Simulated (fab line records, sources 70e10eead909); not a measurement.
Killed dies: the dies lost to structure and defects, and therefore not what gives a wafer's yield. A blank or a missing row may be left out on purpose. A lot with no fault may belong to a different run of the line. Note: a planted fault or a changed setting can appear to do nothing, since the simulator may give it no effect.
fab line records + flow nand_harc
record:
- lots: 13
- wafers: 39
- last_day: 25
route steps=1159 shown A_SOURCE_PLATE@416 A_ONON_D1@430 END@1159
lots untouched by any fault: they come from a run of this same line in which no faults occurred
start_h: hours from the record's first day to the start of the lot's first wafer shown + wait_h: hours since the lot's step before + " the same as in the row above + L1.1+2: one row covering several wafers at once + - either no value or no given start + * or withheld: withheld + < > ~ a bound
route shown NAME@n: NAME is a module with steps in the file, n the number in the route of the first one + usual: mean/standard deviation taken from wafers without a fault + same: alike in all rows + chamber/n: place in a boat + sites: each site's reading + _std_site: the values' standard deviation + _edge_site: outer sites' mean less inner sites' + radius_mm: for every site, how far away it sits from the centre of the wafer + mask NAME#n: copy n + behind: the tool/chamber that last shaped the wafer + hold: why the lot went on hold/how many hours it stayed there/how the hold came to an end + device: the n, p or np transistor that did not switch + end of line: the route-end tests of the same wafers + step lacking rows: just its recipe + killed: count of dies lost to structure and defects at first sort (not the wafer's yield) + map: shows each die of a wafer: x if killed, . if not, _ if none is there
set.NAME: the setting the step ran with; set.NAME@STEP: the setting that earlier step ran with + model.NAME: the simulator's own value behind a step, which no gauge read
the route's steps for a sample of lots (tables are steps, rows are wafers)
services: a tool's chamber out of use, with start hour (start_h, from the record's first day; less than 0 if before it), hours out, and reason
== steps ==
step: NHARC_A_SOURCE_PLATE_THK_MEAS_09
recipe:
- thk_meas_gauge: ellipsometry
usual:
- thk_nm: 9.8/1
| lot.wafer | tool          | chamber | start_h | wait_h | thk_nm |
|-----------|---------------|---------|---------|--------|--------|
| L662.1    | film_metro-01 | -       | 151.66  | 0.4    | 9.0    |
| L662.4    | "             | -       | "       | "      | 10.2   |
| L662.5    | "             | -       | "       | "      | 8.9    |
| L663.2    | film_metro-02 | -       | 151.66  | 0.4    | 10.1   |
| L663.3    | "             | -       | "       | "      | 10.0   |
| L663.5    | "             | -       | "       | "      | 11.1   |
| L664.1    | film_metro-01 | -       | 168.49  | 0.4    | 11.6   |
| L664.2    | "             | -       | "       | "      | 10.0   |
| L664.3    | "             | -       | "       | "      | 10.8   |
| L666.1    | film_metro-02 | -       | 175.76  | 0.4    | 11.2   |
| L666.2    | "             | -       | "       | "      | 11.4   |
| L666.3    | "             | -       | "       | "      | 9.8    |
| L667.3    | film_metro-01 | -       | 187.61  | 0.4    | 12.3   |
| L667.4    | "             | -       | "       | "      | 8.6    |
| L667.6    | "             | -       | "       | "      | 9.7    |
| L668.2    | film_metro-02 | -       | 191.33  | 0.4    | 8.7    |
| L668.5    | "             | -       | "       | "      | 9.2    |
| L668.6    | "             | -       | "       | "      | 8.1    |
| L669.1    | film_metro-01 | -       | 191.33  | 0.4    | 10.1   |
| L669.4    | "             | -       | "       | "      | 8.4    |
| L669.6    | "             | -       | "       | "      | 11.4   |
| L675.2    | film_metro-01 | -       | 217.73  | 0.4    | 10.7   |
| L675.4    | "             | -       | "       | "      | 10.1   |
| L675.5    | "             | -       | "       | "      | 11.0   |
| L672.3    | film_metro-01 | -       | 226.00  | 0.4    | 10.9   |
| L672.5    | "             | -       | "       | "      | 10.3   |
| L672.6    | "             | -       | "       | "      | 11.0   |
| L676.1    | film_metro-02 | -       | 237.10  | 0.4    | 7.6    |
| L676.5    | "             | -       | "       | "      | 11.3   |
| L676.6    | "             | -       | "       | "      | 8.0    |
| L680.2    | film_metro-01 | -       | 252.24  | 0.4    | 9.2    |
| L680.3    | "             | -       | "       | "      | 8.5    |
| L680.6    | "             | -       | "       | "      | 9.5    |
| L683.1    | film_metro-01 | -       | 267.04  | 0.4    | 8.8    |
| L683.2    | "             | -       | "       | "      | 7.2    |
| L683.4    | "             | -       | "       | "      | 10.4   |
| L684.2    | film_metro-02 | -       | 286.26  | 0.4    | 11.3   |
| L684.3    | "             | -       | "       | "      | 11.2   |
| L684.4    | "             | -       | "       | "      | 10.2   |
step: NHARC_A_ONON_D1_DEP_09
recipe:
- target_thk_a: 10000
- n2_flow_sccm: 2750
- n2o_flow_sccm: 2000
- nh3_flow_sccm: 500
- sih4_flow_sccm: 210
- temp_c: 400
usual:
- n2o_flow_sccm: 1998/6.5
| lot.wafer | tool          | chamber | start_h | wait_h | n2o_flow_sccm |
|-----------|---------------|---------|---------|--------|---------------|
| L662.1    | pecvd_onon-03 | 0       | 166.66  | 0.1    | 1996          |
| L662.4    | "             | 0       | "       | "      | 2000          |
| L662.5    | "             | 0       | "       | "      | 2001          |
| L663.2    | pecvd_onon-01 | 0       | 166.71  | 0.1    | 1998          |
| L663.3    | "             | 0       | "       | "      | 1992          |
| L663.5    | "             | 0       | "       | "      | 2002          |
| L664.1    | pecvd_onon-02 | 0       | 183.55  | 0.1    | 1995          |
| L664.2    | "             | 0       | "       | "      | 1994          |
| L664.3    | "             | 0       | "       | "      | 1995          |
| L666.1    | pecvd_onon-03 | 0       | 190.80  | 0.1    | 1994          |
| L666.2    | "             | 0       | "       | "      | 1994          |
| L666.3    | "             | 0       | "       | "      | 1994          |
| L667.3    | pecvd_onon-03 | 0       | 202.71  | 0.2    | 1998          |
| L667.4    | "             | 0       | "       | "      | 2001          |
| L667.6    | "             | 0       | "       | "      | 1999          |
| L669.1    | pecvd_onon-02 | 0       | 207.39  | 0.1    | 1993          |
| L669.4    | "             | 0       | "       | "      | 2006          |
| L669.6    | "             | 0       | "       | "      | 1987          |
| L668.2    | pecvd_onon-03 | 0       | 207.45  | 0.1    | 2004          |
| L668.5    | "             | 0       | "       | "      | 2005          |
| L668.6    | "             | 0       | "       | "      | 2002          |
| L675.2    | pecvd_onon-02 | 0       | 234.94  | 0.1    | 2004          |
| L675.4    | "             | 0       | "       | "      | 2014          |
| L675.5    | "             | 0       | "       | "      | 2014          |
| L672.3    | pecvd_onon-02 | 0       | 242.67  | 0.2    | 2005          |
| L672.5    | "             | 0       | "       | "      | 2011          |
| L672.6    | "             | 0       | "       | "      | 1999          |
| L676.1    | pecvd_onon-02 | 0       | 253.41  | 0.1    | 1994          |
| L676.5    | "             | 0       | "       | "      | 1999          |
| L676.6    | "             | 0       | "       | "      | 1996          |
| L680.2    | pecvd_onon-03 | 0       | 267.77  | 0.1    | 1993          |
| L680.3    | "             | 0       | "       | "      | 1987          |
| L680.6    | "             | 0       | "       | "      | 1988          |
| L683.1    | pecvd_onon-03 | 0       | 284.75  | 0.1    | 1988          |
| L683.2    | "             | 0       | "       | "      | 1993          |
| L683.4    | "             | 0       | "       | "      | 1997          |
| L684.2    | pecvd_onon-01 | 0       | 300.96  | 0.1    | 2000          |
| L684.3    | "             | 0       | "       | "      | 2001          |
| L684.4    | "             | 0       | "       | "      | 1995          |
step: NHARC_A_ONON_D1_THK_MEAS_11
recipe:
- thk_meas_gauge: ellipsometry
usual:
- thk_nm: 1003/9.6
| lot.wafer | tool          | chamber | start_h | wait_h | thk_nm |
|-----------|---------------|---------|---------|--------|--------|
| L663.2    | film_metro-01 | -       | 167.15  | -      | 1019   |
| L663.3    | "             | -       | "       | "      | 1019   |
| L663.5    | "             | -       | "       | "      | 1017   |
| L662.1    | film_metro-02 | -       | 167.17  | -      | 990    |
| L662.4    | "             | -       | "       | "      | 992    |
| L662.5    | "             | -       | "       | "      | 992    |
| L664.1    | film_metro-02 | -       | 184.07  | -      | 1005   |
| L664.2    | "             | -       | "       | "      | 1004   |
| L664.3    | "             | -       | "       | "      | 1002   |
| L666.1    | film_metro-01 | -       | 191.31  | -      | 1014   |
| L666.2    | "             | -       | "       | "      | 1015   |
| L666.3    | "             | -       | "       | "      | 1017   |
| L667.3    | film_metro-02 | -       | 203.11  | -      | 1001   |
| L667.4    | "             | -       | "       | "      | 1002   |
| L667.6    | "             | -       | "       | "      | 1004   |
| L669.1    | film_metro-01 | -       | 207.90  | -      | 985    |
| L669.4    | "             | -       | "       | "      | 988    |
| L669.6    | "             | -       | "       | "      | 987    |
| L668.2    | film_metro-02 | -       | 207.90  | -      | 994    |
| L668.5    | "             | -       | "       | "      | 995    |
| L668.6    | "             | -       | "       | "      | 994    |
| L675.2    | film_metro-02 | -       | 235.40  | -      | 707    |
| L675.4    | "             | -       | "       | "      | 1006   |
| L675.5    | "             | -       | "       | "      | 707    |
| L672.3    | film_metro-01 | -       | 243.07  | -      | 1001   |
| L672.5    | "             | -       | "       | "      | 703    |
| L672.6    | "             | -       | "       | "      | 1000   |
| L676.1    | film_metro-02 | -       | 253.93  | -      | 711    |
| L676.5    | "             | -       | "       | "      | 711    |
| L676.6    | "             | -       | "       | "      | 1010   |
| L680.2    | film_metro-02 | -       | 268.23  | -      | 1001   |
| L680.3    | "             | -       | "       | "      | 1002   |
| L680.6    | "             | -       | "       | "      | 999    |
| L683.1    | film_metro-01 | -       | 285.26  | -      | 1004   |
| L683.2    | "             | -       | "       | "      | 1006   |
| L683.4    | "             | -       | "       | "      | 1004   |
| L684.2    | film_metro-02 | -       | 301.41  | -      | 1008   |
| L684.3    | "             | -       | "       | "      | 1003   |
| L684.4    | "             | -       | "       | "      | 1006   |
step: NHARC_A_ONON_D1_DEP_33
recipe:
- target_thk_a: 2000
- temp_c: 400
- pressure_torr: 6.5
- rf_w: 900
- teos_flow_sccm: 161.4
- flow_sccm: 2650
- target_thk_nm: 200
- gas: O2
- material: SiO2
usual:
- heater_power_w: 562/93
- throttle_valve_pct: 15.6/0.38
| lot.wafer | tool     | chamber | start_h | wait_h | heater_power_w | throttle_valve_pct |
|-----------|----------|---------|---------|--------|----------------|--------------------|
| L663.2    | pecvd-02 | 2       | 179.24  | 0.2    | 504            | 14.7               |
| L663.3    | "        | 0       | "       | "      | 493            | 16.1               |
| L663.5    | "        | 0       | "       | "      | 511            | 16.0               |
| L662.1    | pecvd-03 | 1       | 179.49  | 0.4    | 446            | 15.3               |
| L662.5    | "        | 1       | "       | "      | 467            | 15.5               |
| L662.4    | "        | 2       | "       | "      | 625            | 15.8               |
| L664.3    | pecvd-03 | 2       | 194.09  | 0.1    | 650            | 15.5               |
| L664.2    | "        | 0       | "       | "      | 597            | 15.5               |
| L664.1    | "        | 1       | "       | "      | 600            | 15.4               |
| L666.3    | pecvd-03 | 2       | 201.38  | 0.1    | 601            | 15.6               |
| L666.2    | "        | 0       | "       | "      | 618            | 15.5               |
| L666.1    | "        | 1       | "       | "      | 451            | 15.5               |
| L667.3    | pecvd-03 | 1       | 213.18  | 0.1    | 575            | 15.5               |
| L667.4    | "        | 0       | "       | "      | 712            | 15.4               |
| L667.6    | "        | 2       | "       | "      | 703            | 15.4               |
| L669.1    | pecvd-02 | 0       | 217.95  | 0.1    | 416            | 16.0               |
| L669.6    | "        | 0       | "       | "      | 434            | 16.2               |
| L669.4    | "        | 1       | "       | "      | 598            | 15.5               |
| L668.2    | pecvd-03 | 2       | 217.98  | 0.1    | 595            | 15.8               |
| L668.5    | "        | 1       | "       | "      | 545            | 15.5               |
| L668.6    | "        | 0       | "       | "      | 710            | 15.7               |
| L675.2    | pecvd-04 | 1       | 247.98  | 0.1    | 637            | 16.1               |
| L675.5    | "        | 1       | "       | "      | 658            | 15.8               |
| L675.4    | "        | 2       | "       | "      | 456            | 15.1               |
| L672.3    | pecvd-02 | 1       | 253.11  | 0.1    | 492            | 15.8               |
| L672.5    | "        | 1       | "       | "      | 506            | 15.2               |
| L672.6    | "        | 2       | "       | "      | 421            | 15.3               |
| L676.1    | pecvd-03 | 2       | 264.27  | 0.1    | 662            | 15.8               |
| L676.6    | "        | 2       | "       | "      | 691            | 15.5               |
| L676.5    | "        | 0       | "       | "      | 745            | 15.7               |
| L680.2    | pecvd-03 | 2       | 278.38  | 0.2    | 608            | 15.9               |
| L680.3    | "        | 0       | "       | "      | 715            | 16.0               |
| L680.6    | "        | 1       | "       | "      | 575            | 15.4               |
| L683.1    | pecvd-04 | 2       | 295.31  | 0.1    | 530            | 15.5               |
| L683.2    | "        | 0       | "       | "      | 612            | 16.1               |
| L683.4    | "        | 2       | "       | "      | 397            | 15.7               |
| L684.3    | pecvd-03 | 2       | 313.58  | 0.1    | 650            | 15.5               |
| L684.2    | "        | 0       | "       | "      | 780            | 15.8               |
| L684.4    | "        | 2       | "       | "      | 666            | 15.9               |
step: NHARC_A_ONON_D1_INSPECT_32
usual:
- raw_defect_count: 67/21
| lot.wafer | tool              | chamber | start_h | wait_h | raw_defect_count |
|-----------|-------------------|---------|---------|--------|------------------|
| L663.2    | defect_inspect-02 | -       | 179.76  | 0.0    | 91               |
| L663.3    | "                 | -       | "       | "      | 76               |
| L663.5    | "                 | -       | "       | "      | 58               |
| L662.1    | defect_inspect-01 | -       | 179.94  | 0.0    | 48               |
| L662.4    | "                 | -       | "       | "      | 55               |
| L662.5    | "                 | -       | "       | "      | 109              |
| L664.1    | defect_inspect-01 | -       | 194.57  | 0.0    | 88               |
| L664.2    | "                 | -       | "       | "      | 41               |
| L664.3    | "                 | -       | "       | "      | 50               |
| L666.1    | defect_inspect-01 | -       | 201.85  | 0.0    | 57               |
| L666.2    | "                 | -       | "       | "      | 55               |
| L666.3    | "                 | -       | "       | "      | 69               |
| L667.3    | defect_inspect-02 | -       | 213.63  | 0.0    | 46               |
| L667.4    | "                 | -       | "       | "      | 44               |
| L667.6    | "                 | -       | "       | "      | 47               |
| L669.1    | defect_inspect-02 | -       | 218.39  | 0.0    | 60               |
| L669.4    | "                 | -       | "       | "      | 61               |
| L669.6    | "                 | -       | "       | "      | 43               |
| L668.2    | defect_inspect-01 | -       | 218.41  | 0.0    | 68               |
| L668.5    | "                 | -       | "       | "      | 69               |
| L668.6    | "                 | -       | "       | "      | 121              |
| L675.2    | defect_inspect-01 | -       | 248.45  | 0.0    | 92               |
| L675.4    | "                 | -       | "       | "      | 56               |
| L675.5    | "                 | -       | "       | "      | 116              |
| L672.3    | defect_inspect-02 | -       | 253.61  | 0.0    | 44               |
| L672.5    | "                 | -       | "       | "      | 47               |
| L672.6    | "                 | -       | "       | "      | 44               |
| L676.1    | defect_inspect-01 | -       | 264.75  | 0.1    | 83               |
| L676.5    | "                 | -       | "       | "      | 81               |
| L676.6    | "                 | -       | "       | "      | 48               |
| L680.2    | defect_inspect-01 | -       | 278.83  | 0.0    | 93               |
| L680.3    | "                 | -       | "       | "      | 62               |
| L680.6    | "                 | -       | "       | "      | 66               |
| L683.1    | defect_inspect-01 | -       | 295.79  | 0.0    | 73               |
| L683.2    | "                 | -       | "       | "      | 87               |
| L683.4    | "                 | -       | "       | "      | 74               |
| L684.2    | defect_inspect-01 | -       | 314.01  | 0.0    | 95               |
| L684.3    | "                 | -       | "       | "      | 80               |
| L684.4    | "                 | -       | "       | "      | 83               |
step: NHARC_END_SORT_01
recipe:
- temp_c: 25
usual:
- killed_at_array: 25/9.2
- killed_at_other: 0.8/1.2
- killed_at_periphery: 3.9/2.6
- killed_dies: 30/9.7
- killed_open: 3.4/1.9
- killed_short: 2.0/1.4
same:
- gross_dies: 677
| lot.wafer | tool      | chamber | start_h | wait_h | killed_at_array | killed_at_other | killed_at_periphery | killed_dies | killed_open | killed_short |
|-----------|-----------|---------|---------|--------|-----------------|-----------------|---------------------|-------------|-------------|--------------|
| L675.2    | prober-01 | 0       | 508.24  | 2.8    | 677             | 0               | 0                   | 677         | 5           | 2            |
| L675.4    | prober-01 | 0       | 509.82  | 3.4    | 32              | 0               | 2                   | 34          | 1           | 3            |
| L675.5    | prober-01 | 0       | 510.61  | 3.7    | 677             | 0               | 0                   | 677         | 3           | 4            |
| L672.3    | prober-02 | 0       | 519.11  | 3.1    | 35              | 2               | 1                   | 38          | 4           | 2            |
| L672.5    | prober-02 | 0       | 520.73  | 3.7    | 673             | 2               | 2                   | 677         | 4           | 5            |
| L672.6    | prober-02 | 0       | 521.54  | 4.1    | 34              | 1               | 2                   | 37          | 2           | 1            |
| L676.1    | prober-02 | 0       | 536.14  | 2.5    | 671             | 2               | 4                   | 677         | 5           | 2            |
| L676.5    | prober-02 | 0       | 539.32  | 3.7    | 670             | 3               | 4                   | 677         | 2           | 1            |
| L676.6    | prober-02 | 0       | 540.11  | 4.0    | 46              | 0               | 1                   | 47          | 5           | 1            |
killed by level:class
L675.2 A_ONON_D1:area_dep=647 A_SLIT:chamber_film_flake=10 A_STAIRCASE:chamber_film_flake=6 A_WL_FILL:chamber_film_flake=4 A_ONON_D1:geometric_particle:short=2 A_WL_FILL:geometric_particle:open=2 A_CONTACT:geometric_particle:open=2 A_CONTACT:chamber_film_flake=2
L675.4 A_SLIT:chamber_film_flake=10 A_STAIRCASE:chamber_film_flake=6 A_CONTACT:chamber_film_flake=6 A_CHANNEL_HOLE_D1:chamber_film_flake=4 A_WL_FILL:chamber_film_flake=3 A_ONON_D1:geometric_particle:short=2 P_M1:geometric_particle:open=1 A_M0:geometric_particle:short=1
L675.5 A_ONON_D1:area_dep=647 A_SLIT:chamber_film_flake=9 A_CHANNEL_HOLE_D1:chamber_film_flake=6 A_STAIRCASE:chamber_film_flake=6 A_WL_FILL:geometric_particle:short=2 A_SOURCE_PLATE:geometric_particle:short=1 A_ONON_D1:geometric_particle:open=1 A_CHANNEL_FILL_D1:geometric_particle:short=1
L672.3 A_CHANNEL_HOLE_D1:chamber_film_flake=17 A_SLIT:chamber_film_flake=9 A_CONTACT:chamber_film_flake=3 A_M0:geometric_particle:open=2 HYBRID_BOND:chamber_film_flake=2 P_CONTACT:geometric_particle:short=1 A_CHANNEL_HOLE_D1:geometric_particle:open=1 A_SGD_CUT:geometric_particle:short=1
L672.5 A_ONON_D1:area_dep=640 A_SLIT:chamber_film_flake=12 A_CHANNEL_HOLE_D1:chamber_film_flake=8 A_CONTACT:geometric_particle:open=3 A_CONTACT:chamber_film_flake=3 A_CHANNEL_FILL_D1:geometric_particle:short=2 HYBRID_BOND:chamber_film_flake=2 P_STI:geometric_particle:short=1
L672.6 A_CHANNEL_HOLE_D1:chamber_film_flake=17 A_SLIT:chamber_film_flake=11 A_ONON_D1:geometric_particle:open=1 A_CONTACT:geometric_particle:open=1 A_CONTACT:geometric_particle:short=1 P_ZERO_WELL:chamber_film_flake=1 P_GATE:chamber_film_flake=1 A_STAIRCASE:chamber_film_flake=1
L676.1 A_ONON_D1:area_dep=639 A_SLIT:chamber_film_flake=12 A_CHANNEL_HOLE_D1:chamber_film_flake=11 THIN_TSV:chamber_film_flake=2 P_CONTACT:geometric_particle:open=1 A_SOURCE_PLATE:geometric_particle:open=1 A_ONON_D1:geometric_particle:short=1 A_CHANNEL_HOLE_D1:geometric_particle:short=1
L676.5 A_ONON_D1:area_dep=646 A_CHANNEL_HOLE_D1:chamber_film_flake=15 A_SLIT:chamber_film_flake=6 P_M1:chamber_film_flake=3 THIN_TSV:chamber_film_flake=3 P_CONTACT:geometric_particle:open=1 A_SOURCE_PLATE:geometric_particle:open=1 A_CHANNEL_HOLE_D1:geometric_particle:short=1
L676.6 A_CHANNEL_HOLE_D1:chamber_film_flake=24 A_SLIT:chamber_film_flake=13 A_CONTACT:geometric_particle:open=2 A_STAIRCASE:chamber_film_flake=2 P_CONTACT:geometric_particle:open=1 A_WL_FILL:geometric_particle:short=1 A_WL_FILL:geometric_particle:open=1 A_M1:geometric_particle:open=1
== services ==
| tool          | chamber | start_h | hours | kind       |
|---------------|---------|---------|-------|------------|
| pecvd-04      | -       | 146.60  | 0.6   | repair     |
| pecvd_onon-03 | -       | 153.00  | 13.0  | pm         |
| pecvd-02      | -       | 153.24  | 13.0  | pm         |
| pecvd-02      | 0       | 153.24  | 13.0  | vent_cycle |
| pecvd-02      | 1       | 153.24  | 13.0  | vent_cycle |
| pecvd-02      | 2       | 153.24  | 13.0  | vent_cycle |
| pecvd-02      | 0       | 166.24  | -     | clean      |
| pecvd-02      | 1       | 166.24  | -     | clean      |
| pecvd-02      | 2       | 166.24  | -     | clean      |
| pecvd-03      | 1       | 170.11  | 5.4   | repair     |
| pecvd_onon-01 | -       | 195.00  | 13.0  | pm         |
| pecvd-04      | -       | 195.00  | 13.0  | pm         |
| pecvd-04      | 0       | 195.00  | 13.0  | vent_cycle |
| pecvd-04      | -       | 218.25  | 0.7   | repair     |
| pecvd-02      | 0       | 259.88  | 4.5   | repair     |
| pecvd-03      | -       | 292.08  | 13.0  | pm         |
| pecvd-03      | 0       | 292.08  | 13.0  | vent_cycle |
| pecvd-03      | 1       | 292.08  | 13.0  | vent_cycle |
| pecvd-03      | 2       | 292.08  | 13.0  | vent_cycle |
| pecvd_onon-02 | -       | 292.10  | 13.0  | pm         |
| pecvd-03      | 0       | 305.08  | -     | clean      |
| pecvd-03      | 1       | 305.08  | -     | clean      |
| pecvd-03      | 2       | 305.08  | -     | clean      |
| pecvd-04      | -       | 308.46  | 0.4   | repair     |
== key ==
first_sign:
- step: NHARC_A_ONON_D1_THK_MEAS_11
- reading: thk_nm
- direction: down
- sigmas: 31
- usual: 1003
- struck: 708
effect:
- step: NHARC_END_SORT_01
- reading: killed_at_array
- direction: up
- sigmas: 70
- usual: 25
- struck: 674
more_kills_born_at:
- NHARC_A_ONON_D1_DEP_09@pecvd_onon-02: 3219
met_at NHARC_A_ONON_D1_DEP_09
struck_lots L672,L675,L676
struck_wafers L672.5,L675.2,L675.5,L676.1,L676.5
later_rows_left_out L672.5,L675.2,L675.5,L676.1,L676.5
tester_left_out L672,L675,L676
not_acting_at NHARC_A_SOURCE_PLATE_THK_MEAS_09,NHARC_A_ONON_D1_DEP_33,NHARC_A_ONON_D1_INSPECT_32
onset_between 207.39 234.94
fault:
- kind: process_parameter_drift
- tool: pecvd_onon-02
- chamber: -
- onset_h: 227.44
- steps: NHARC_A_ONON_D1_DEP_09
- channel: target_thk_a
- offset: *
- shape: step
- end_h: 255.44
- scope: struck_wafers_only
- acts_in: *
- stated: *
tester_left_out: of these lots the tester's yield and bins aren't shown, on N5 and GAA mostly nor the transistor test; their killed dies are dies lost to structure and defects alone, not to doping, threshold or leakage, so they don't give the yield
later_rows_left_out: the simulator's readings of these wafers behind a module that went badly wrong aren't trusted and aren't shown, but for the sort
